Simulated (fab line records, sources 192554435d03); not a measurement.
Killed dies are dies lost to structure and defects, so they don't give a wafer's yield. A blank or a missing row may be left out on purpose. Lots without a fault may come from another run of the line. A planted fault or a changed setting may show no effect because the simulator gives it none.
Chamber matching | flow n5_finfet | N5_BEOL_M15_ETCH_59 on rie_diel-04: 4 sister chambers
The step etches BARC in N2/H2, target depth 89 nm, overetch 26.7 nm, time 67.9 s. 4 wafers are shown with their chamber, then 7 later ones without.

WAFERS WITH THEIR CHAMBER
wafer  | chamber | throttle_valve_pct (%)
L075.5 | 3       | 17.74
L079.4 | 0       | 18.19
L080.1 | 1       | 18.00
L080.3 | 2       | 17.77

WAFERS WITHOUT THEIR CHAMBER
wafer  | throttle_valve_pct (%)
L080.4 | 18.00
L081.3 | 17.76
L081.5 | 17.75
L081.6 | 18.21
L084.2 | 18.01
L084.5 | 18.21
L084.6 | 18.01

WHICH CHAMBER EACH WENT THROUGH
wafer  | from the rows above     | in truth
L080.4 | 1                       | 1
L081.3 | can't be placed: 2 or 3 | 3
L081.5 | can't be placed: 3 or 2 | 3
L081.6 | 0                       | 0
L084.2 | 1                       | 1
L084.5 | 0                       | 0
L084.6 | 1                       | 1
Placed correctly: 5 of 7. Can't be placed from these rows: 2 (the true chamber is among the candidates in 2). Placed wrongly: 0.
How it was worked out, from the rows above alone: a wafer's distance from a chamber is the root of the sum, over the readings, of the square of ((its reading less the chamber's mean) divided by the reading's scatter). The wafer belongs to the nearest chamber; if the next one is less than 2 further off, it can't be placed. A chamber's mean is the mean of its shown wafers. The scatter: with one shown wafer a chamber, the root of the mean of the squares of how far each hidden wafer lies from its nearest shown one.
